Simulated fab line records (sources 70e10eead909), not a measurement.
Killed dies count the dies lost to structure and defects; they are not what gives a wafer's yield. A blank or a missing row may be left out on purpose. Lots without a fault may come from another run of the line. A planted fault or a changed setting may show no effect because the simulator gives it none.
fab line records    flow nandHarc
record lots=12  wafers=36  lastDay=32
route steps=1302 shown P_M0@277 P_M1@297 END@1302
lots that met no fault: taken from a fault-free run of the same line
startH: hours from the record's first day to the start of the lot's first wafer shown    waitH: hours since the lot's step before    " identical to the entry in the row above    L1.1+2: one row covering several wafers at once    - either no value or no given start    * or withheld: withheld    < > ~ a bound
route shown NAME@n: a module of which the file shows steps, and the number in the route of the first    usual: mean/standard deviation of fault-free wafers    same: alike in all rows    chamber/n: place in a boat    sites: the reading at each site    _std_site: their standard deviation    _edge_site: outer sites' mean less inner sites'    radiusMm: how far each site lies from the wafer's centre    mask NAME#n: copy n    behind: the last tool/chamber to shape the wafer    hold: why the lot was held/for how many hours/how that ended    device: transistor that didn't switch, given as n, p or np    end of line: the route-end tests of the same wafers    a step given without rows: its recipe and nothing more    killed: dies lost to structure and defects at the first sort, not the wafer's yield    map: the dies of a wafer, with x for killed, . for not killed, _ for no die there
set.NAME: the setting as run; set.NAME@STEP: as run at that earlier step    model.NAME: the simulator's own value behind a step, which no gauge read
steps of the route over a sample of lots; a table a step, a row a wafer
services: from which hour (startH, from the record's first day; less than 0 if before it) a tool's chamber was out of use, for how many hours, and why
## steps
# step NHARC_P_M0_ANNEAL_30
# recipe tempC=225  timeS=90
# usual wafer_temp_C_max=225.96/0.27
# same timeS=90
lot.wafer  tool          chamber  startH  waitH  wafer_temp_C_max
L676.1     rtpAnneal-02  0        128.31  0.3    225.64
L676.5     "             0        "       "      225.78
L676.6     "             0        "       "      225.92
L680.1     rtpAnneal-01  0        159.53  -      225.94
L680.2     "             0        "       "      225.61
L680.4     "             0        "       "      225.81
L681.2     rtpAnneal-01  0        177.84  -      226.11
L681.3     "             0        "       "      226.00
L681.4     "             0        "       "      226.45
L682.2     rtpAnneal-01  0        183.16  0.3    225.99
L682.4     "             0        "       "      226.27
L682.5     "             0        "       "      225.81
L683.3     rtpAnneal-01  0        193.36  0.3    225.70
L683.4     "             0        "       "      225.95
L683.6     "             0        "       "      226.07
L690.1     rtpAnneal-01  0        265.48  -      225.81
L690.3     "             0        "       "      225.96
L690.6     "             0        "       "      225.51
L691.1     rtpAnneal-01  0        269.13  0.3    226.34
L691.4     "             0        "       "      225.88
L691.6     "             0        "       "      225.91
L693.1     rtpAnneal-01  0        289.52  -      226.09
L693.5     "             0        "       "      225.75
L693.6     "             0        "       "      225.95
L694.1     rtpAnneal-02  0        306.97  0.3    225.95
L694.3     "             0        "       "      225.87
L694.4     "             0        "       "      225.56
L695.2     rtpAnneal-02  0        307.33  -      225.55
L695.3     "             0        "       "      225.57
L695.6     "             0        "       "      225.82
L696.3     rtpAnneal-01  0        328.09  0.4    225.65
L696.4     "             0        "       "      226.25
L696.6     "             0        "       "      226.48
L697.2     rtpAnneal-01  0        331.55  0.3    225.82
L697.3     "             0        "       "      226.00
L697.6     "             0        "       "      226.16
# step NHARC_P_M1_INSPECT_11
# usual rawDefectCount=4.6/2.9
lot.wafer  tool              chamber  startH  waitH  rawDefectCount
L676.1     defectInspect-01  -        130.49  0.0    5
L676.5     "                 -        "       "      5
L676.6     "                 -        "       "      1
L680.1     defectInspect-02  -        162.03  0.0    6
L680.2     "                 -        "       "      4
L680.4     "                 -        "       "      3
L681.2     defectInspect-02  -        180.02  0.0    5
L681.3     "                 -        "       "      4
L681.4     "                 -        "       "      5
L682.2     defectInspect-02  -        185.34  0.0    2
L682.4     "                 -        "       "      7
L682.5     "                 -        "       "      6
L683.3     defectInspect-02  -        195.60  0.0    8
L683.4     "                 -        "       "      9
L683.6     "                 -        "       "      7
L690.1     defectInspect-02  -        267.80  0.0    1
L690.3     "                 -        "       "      7
L690.6     "                 -        "       "      2
L691.1     defectInspect-01  -        271.46  0.0    1
L691.4     "                 -        "       "      2
L691.6     "                 -        "       "      1
L693.1     defectInspect-02  -        291.87  0.0    7
L693.5     "                 -        "       "      2
L693.6     "                 -        "       "      4
L694.1     defectInspect-02  -        309.31  0.0    4
L694.3     "                 -        "       "      4
L694.4     "                 -        "       "      2
L695.2     defectInspect-01  -        309.62  0.0    4
L695.3     "                 -        "       "      4
L695.6     "                 -        "       "      3
L696.3     defectInspect-01  -        330.42  0.0    3
L696.4     "                 -        "       "      4
L696.6     "                 -        "       "      1
L697.2     defectInspect-01  -        333.83  0.0    5
L697.3     "                 -        "       "      2
L697.6     "                 -        "       "      8
# step NHARC_P_M1_ECD_22
# recipe targetThkA=4000  bathTempC=25  material=Cu
# usual bathHeatDutyPct=6.5/0.83  bathTempC=25.01/0.11
lot.wafer  tool      chamber  startH  waitH  bathHeatDutyPct  bathTempC
L676.1     ecdCu-01  1        131.98  -      6.2              25.14
L676.5     "         0        "       "      8.0              24.95
L676.6     "         1        "       "      6.2              25.09
L680.2     ecdCu-02  1        163.91  -      6.1              25.06
L680.1     "         0        "       "      6.0              25.11
L680.4     "         1        "       "      5.6              25.08
L681.2     ecdCu-02  0        181.46  -      -                -
L681.3     "         0        "       "      -                -
L681.4     "         1        "       "      -                -
L682.2     ecdCu-02  0        186.88  -      -                -
L682.4     "         0        "       "      -                -
L682.5     "         0        "       "      -                -
L683.3     ecdCu-01  1        197.17  -      -                -
L683.4     "         0        "       "      -                -
L683.6     "         0        "       "      -                -
L690.1     ecdCu-01  1        269.35  -      6.8              25.02
L690.3     "         1        "       "      6.7              24.92
L690.6     "         1        "       "      7.6              24.94
L691.1     ecdCu-01  0        273.00  -      8.0              25.09
L691.4     "         0        "       "      6.9              25.06
L691.6     "         0        "       "      7.7              25.11
L693.1     ecdCu-02  0        293.75  -      5.9              25.03
L693.5     "         1        "       "      5.3              25.19
L693.6     "         0        "       "      6.8              24.88
L694.1     ecdCu-01  0        310.93  -      7.1              25.04
L694.3     "         1        "       "      6.4              25.09
L694.4     "         0        "       "      7.9              24.88
L695.2     ecdCu-02  1        311.13  -      6.0              24.89
L695.3     "         1        "       "      6.2              25.03
L695.6     "         0        "       "      6.0              25.10
L696.3     ecdCu-01  1        331.96  -      6.4              25.15
L696.4     "         0        "       "      7.2              25.01
L696.6     "         0        "       "      8.2              25.04
L697.2     ecdCu-02  0        335.27  -      6.4              25.06
L697.3     "         0        "       "      6.0              24.90
L697.6     "         1        "       "      6.4              25.14
# step NHARC_P_M1_CMP_23
# recipe tOverpolishS=20  targetThkNm=157.82
# usual motorCurrentA=11.6/1.1  timeToEndpointS=28/3.9
lot.wafer  tool    chamber  startH  waitH  motorCurrentA  timeToEndpointS
L676.1     cmp-01  3        132.66  -      10.8           28
L676.6     "       3        "       "      11.0           26
L676.5     "       0        "       "      12.9           32
L680.4     cmp-02  1        164.63  -      11.2           34
L680.1     "       2        "       "      12.3           27
L680.2     "       3        "       "      11.6           34
L681.2     cmp-02  3        182.18  -      12.0           4
L681.4     "       1        "       "      11.5           4
L681.3     "       2        "       "      12.3           3
L682.2     cmp-03  2        187.57  -      9.8            0
L682.4     "       0        "       "      13.5           0
L682.5     "       2        "       "      9.7            0
L683.3     cmp-02  0        197.85  -      13.5           0
L683.4     "       1        "       "      11.9           4
L683.6     "       3        "       "      11.3           5
L690.3     cmp-01  0        270.01  -      11.6           28
L690.1     "       3        "       "      10.9           26
L690.6     "       0        "       "      12.8           28
L691.1     cmp-01  1        273.71  -      10.0           22
L691.4     "       3        "       "      11.0           25
L691.6     "       0        "       "      12.5           30
L693.1     cmp-03  0        294.45  -      13.1           30
L693.5     "       3        "       "      12.4           30
L693.6     "       0        "       "      13.1           27
L694.4     cmp-02  0        311.64  -      13.1           22
L694.1     "       1        "       "      11.1           29
L694.3     "       2        "       "      12.0           25
L695.3     cmp-01  2        311.80  -      10.6           27
L695.2     "       3        "       "      11.3           23
L695.6     "       2        "       "      11.2           28
L696.4     cmp-01  3        332.60  -      10.8           23
L696.3     "       1        "       "      10.2           23
L696.6     "       2        "       "      11.1           26
L697.2     cmp-03  2        336.00  -      9.7            29
L697.3     "       1        "       "      10.8           35
L697.6     "       2        "       "      10.0           29
# step NHARC_P_M1_THK_MEAS_24
# recipe thkMeasGauge=xrf
# usual thkNm=157.4/1.7
lot.wafer  tool          chamber  startH  waitH  thkNm
L676.1     filmMetro-02  -        132.97  -      156.8
L676.5     "             -        "       "      156.1
L676.6     "             -        "       "      158.3
L680.1     filmMetro-01  -        164.94  -      155.3
L680.2     "             -        "       "      157.5
L680.4     "             -        "       "      158.7
L681.2     filmMetro-01  -        182.50  -      30.2
L681.3     "             -        "       "      31.5
L681.4     "             -        "       "      29.6
L682.2     filmMetro-02  -        187.86  -      28.2
L682.4     "             -        "       "      30.5
L682.5     "             -        "       "      30.3
L683.3     filmMetro-01  -        198.11  -      29.7
L683.4     "             -        "       "      29.4
L683.6     "             -        "       "      31.1
L690.1     filmMetro-02  -        270.33  -      156.9
L690.3     "             -        "       "      158.4
L690.6     "             -        "       "      159.3
L691.1     filmMetro-01  -        273.99  -      155.7
L691.4     "             -        "       "      156.6
L691.6     "             -        "       "      157.1
L693.1     filmMetro-01  -        294.73  -      158.4
L693.5     "             -        "       "      156.6
L693.6     "             -        "       "      158.4
L694.1     filmMetro-01  -        311.92  -      159.0
L694.3     "             -        "       "      156.3
L694.4     "             -        "       "      155.5
L695.2     filmMetro-02  -        312.11  -      156.3
L695.3     "             -        "       "      157.9
L695.6     "             -        "       "      158.1
L696.3     filmMetro-01  -        332.89  -      156.4
L696.4     "             -        "       "      157.8
L696.6     "             -        "       "      156.3
L697.2     filmMetro-01  -        336.31  -      156.2
L697.3     "             -        "       "      159.8
L697.6     "             -        "       "      157.4
# step NHARC_P_M1_INSPECT_27
# usual rawDefectCount=315/130
lot.wafer  tool              chamber  startH  waitH  rawDefectCount
L676.1     defectInspect-01  -        133.13  0.0    447
L676.5     "                 -        "       "      264
L676.6     "                 -        "       "      374
L680.1     defectInspect-02  -        165.10  0.0    371
L680.2     "                 -        "       "      375
L680.4     "                 -        "       "      181
L681.2     defectInspect-01  -        182.66  0.0    221
L681.3     "                 -        "       "      306
L681.4     "                 -        "       "      346
L682.2     defectInspect-01  -        188.02  0.0    384
L682.4     "                 -        "       "      429
L682.5     "                 -        "       "      223
L683.3     defectInspect-02  -        198.26  0.0    281
L683.4     "                 -        "       "      159
L683.6     "                 -        "       "      233
L690.1     defectInspect-01  -        270.52  0.0    339
L690.3     "                 -        "       "      278
L690.6     "                 -        "       "      346
L691.1     defectInspect-02  -        274.16  0.0    224
L691.4     "                 -        "       "      223
L691.6     "                 -        "       "      372
L693.1     defectInspect-01  -        294.89  0.0    178
L693.5     "                 -        "       "      229
L693.6     "                 -        "       "      186
L694.1     defectInspect-01  -        312.08  0.0    311
L694.3     "                 -        "       "      262
L694.4     "                 -        "       "      241
L695.2     defectInspect-01  -        312.27  0.0    534
L695.3     "                 -        "       "      730
L695.6     "                 -        "       "      559
L696.3     defectInspect-02  -        333.05  0.0    227
L696.4     "                 -        "       "      302
L696.6     "                 -        "       "      342
L697.2     defectInspect-02  -        336.47  0.0    272
L697.3     "                 -        "       "      342
L697.6     "                 -        "       "      486
# step NHARC_END_SORT_01
# recipe tempC=25
# usual defectLimitedYield=91.5/2.5  killedAtArray=52/17  killedAtOther=1.2/1.4  killedAtPeriphery=4.7/2.9  killedDies=58/17  killedOpen=3.2/1.9  killedShort=2.4/1.4  sort_bin_2_pct=3.0/1.1  sort_bin_3_pct=0.6/0.37  sort_bin_4_pct=4.8/1.4  sortNPass=619/17  sortRimYieldPct=90/4.9  sortYieldPct=91.5/2.5
# same grossDies=677  sort_bin_5_pct[%]=0  sort_bin_6_pct[%]=0  sort_bin_7_pct[%]=0  sort_bin_8_pct[%]=0  sortRimNGross=106.00
lot.wafer  tool       chamber  startH  waitH  defectLimitedYield[%]  killedAtArray  killedAtOther  killedAtPeriphery  killedDies  killedOpen  killedShort  sort_bin_2_pct[%]  sort_bin_3_pct[%]  sort_bin_4_pct[%]  sortNPass  sortRimYieldPct[%]  sortYieldPct[%]
L682.2     prober-01  0        617.23  2.8    0                      44             0              633                677         4           2            95.9               0.6                3.5                0          0                   0
L682.4     prober-01  0        618.85  3.4    0                      40             2              635                677         2           3            95.3               0.9                3.8                0          0                   0
L682.5     prober-01  0        619.66  3.7    0                      50             1              626                677         2           2            93.8               0.1                6.1                0          0                   0
L681.2     prober-02  0        625.66  2.8    0                      33             0              644                677         3           2            96.8               0.3                3.0                0          0                   0
L681.3     prober-02  0        626.47  3.1    0                      46             0              631                677         0           2            95.1               0.7                4.1                0          0                   0
L681.4     prober-02  0        627.28  3.4    0                      33             0              644                677         3           2            96.2               0.1                3.7                0          0                   0
L683.3     prober-01  0        629.77  3.1    0                      49             2              626                677         9           5            94.1               0.7                5.2                0          0                   0
L683.4     prober-01  0        630.56  3.4    0                      51             2              624                677         5           3            94.7               0.7                4.6                0          0                   0
L683.6     prober-01  0        632.16  4.0    0                      31             1              645                677         2           5            95.3               0.6                4.1                0          0                   0
# killed by level:class
L682.2 P_M1:areaEcd=630 A_CHANNEL_HOLE_D1:chamberFilmFlake=15 A_CHANNEL_HOLE_D2:chamberFilmFlake=13 A_CONTACT:chamberFilmFlake=4 A_STAIRCASE:chamberFilmFlake=2 A_WL_FILL:chamberFilmFlake=2 A_M1:chamberFilmFlake=2 P_STI:geometricParticle:open=1
L682.4 P_M1:areaEcd=631 A_CHANNEL_HOLE_D1:chamberFilmFlake=15 A_CHANNEL_HOLE_D2:chamberFilmFlake=6 A_CONTACT:chamberFilmFlake=5 P_GATE:chamberFilmFlake=3 A_CHANNEL_FILL_D1:chamberFilmFlake=3 A_M1:chamberFilmFlake=3 A_CHANNEL_FILL_D2:geometricParticle:open=2
L682.5 P_M1:areaEcd=623 A_CHANNEL_HOLE_D1:chamberFilmFlake=28 A_CHANNEL_HOLE_D2:chamberFilmFlake=9 A_CONTACT:chamberFilmFlake=5 A_M1:chamberFilmFlake=3 P_ZERO_WELL:chamberFilmFlake=2 A_CHANNEL_FILL_D2:geometricParticle:short=1 A_STAIRCASE:geometricParticle:open=1
L681.2 P_M1:areaEcd=641 A_CHANNEL_HOLE_D2:chamberFilmFlake=19 A_STAIRCASE:chamberFilmFlake=4 A_CHANNEL_HOLE_D1:chamberFilmFlake=3 A_DECK1_JOINT:chamberFilmFlake=2 P_BONDPAD:geometricParticle:open=1 A_DECK1_JOINT:geometricParticle:open=1 A_ONON_D2:geometricParticle:open=1
L681.3 P_M1:areaEcd=626 A_CHANNEL_HOLE_D2:chamberFilmFlake=35 P_GATE:chamberFilmFlake=4 A_CHANNEL_HOLE_D1:chamberFilmFlake=3 A_DECK1_JOINT:chamberFilmFlake=3 A_CHANNEL_FILL_D2:geometricParticle:short=1 A_STAIRCASE:geometricParticle:short=1 P_M2:chamberFilmFlake=1
L681.4 P_M1:areaEcd=638 A_CHANNEL_HOLE_D2:chamberFilmFlake=19 A_CHANNEL_HOLE_D1:chamberFilmFlake=3 A_CONTACT:chamberFilmFlake=3 P_M2:chamberFilmFlake=2 A_DECK1_JOINT:chamberFilmFlake=2 P_STI:geometricParticle:short=1 A_ONON_D1:geometricParticle:open=1
L683.3 P_M1:areaEcd=615 A_SLIT:chamberFilmFlake=21 A_CONTACT:chamberFilmFlake=7 A_CHANNEL_HOLE_D2:chamberFilmFlake=6 A_WL_FILL:geometricParticle:short=3 P_STI:chamberFilmFlake=3 P_GATE:chamberFilmFlake=3 P_M0:geometricParticle:open=2
L683.4 P_M1:areaEcd=620 A_SLIT:chamberFilmFlake=24 A_CONTACT:chamberFilmFlake=7 A_CHANNEL_HOLE_D2:chamberFilmFlake=6 A_STAIRCASE:chamberFilmFlake=4 P_STI:chamberFilmFlake=3 A_ONON_D2:geometricParticle:open=2 A_DECK1_JOINT:chamberFilmFlake=2
L683.6 P_M1:areaEcd=637 A_SLIT:chamberFilmFlake=16 A_CHANNEL_HOLE_D2:chamberFilmFlake=5 A_CONTACT:chamberFilmFlake=3 P_GATE:chamberFilmFlake=2 P_BONDPAD:chamberFilmFlake=2 A_DECK1_JOINT:chamberFilmFlake=2 P_GATE:geometricParticle:open=1
## services
tool      chamber  startH  hours  kind
cmp-02    -        108.90  1.2    repair
cmp-01    -        125.03  2.9    repair
cmp-02    -        134.50  4.0    pm
cmp-01    -        157.25  1.7    repair
ecdCu-01  -        160.00  8.0    pm
cmp-03    -        162.00  4.0    pm
cmp-03    -        181.84  0.4    repair
cmp-01    -        185.50  4.0    pm
ecdCu-01  -        186.14  2.1    repair
ecdCu-01  -        190.55  3.2    repair
cmp-02    -        193.53  1.3    repair
ecdCu-02  -        199.72  1.4    repair
cmp-02    -        204.82  0.6    repair
cmp-01    -        207.83  2.0    repair
ecdCu-02  -        216.61  5.5    repair
cmp-02    -        232.50  4.0    pm
cmp-01    -        235.51  0.7    repair
cmp-01    -        243.69  0.8    repair
ecdCu-02  -        249.09  8.0    pm
cmp-03    -        259.29  21.3   repair
cmp-01    -        283.50  4.0    pm
cmp-02    -        296.80  0.3    repair
cmp-03    -        310.27  0.2    repair
cmp-02    -        330.50  4.0    pm
## key
firstSign step=NHARC_P_M1_ECD_22  reading=toolRecord  direction=missing
effect step=NHARC_P_M1_CMP_23  reading=timeToEndpointS  direction=down  sigmas=6.7  usual=*  struck=*
effect step=NHARC_P_M1_THK_MEAS_24  reading=thkNm  direction=down  sigmas=73  usual=157.4  struck=30.0
effect step=NHARC_END_SORT_01  reading=killedAtPeriphery  direction=up  sigmas=99+  usual=4.7  struck=634.2
moreKillsBornAt NHARC_P_M1_ECD_22@ecdCu-02=3789  NHARC_P_M1_ECD_22@ecdCu-01=1872
metAt NHARC_P_M1_ECD_22
struckLots L681,L682,L683
laterRowsLeftOut L681.2,L681.3,L681.4,L682.2,L682.4,L682.5,L683.3,L683.4,L683.6
notActingAt NHARC_P_M0_ANNEAL_30,NHARC_P_M1_INSPECT_11,NHARC_P_M1_INSPECT_27
onsetBetween 163.91 181.46
fault kind=skippedStepWhole  tool=ecdCu-01,ecdCu-02  chamber=-  onsetH=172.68  steps=NHARC_P_M1_ECD_22  scope=struckLotsOnly
# laterRowsLeftOut: the simulator's readings of these wafers behind a module that went badly wrong aren't trusted and aren't shown, but for the sort
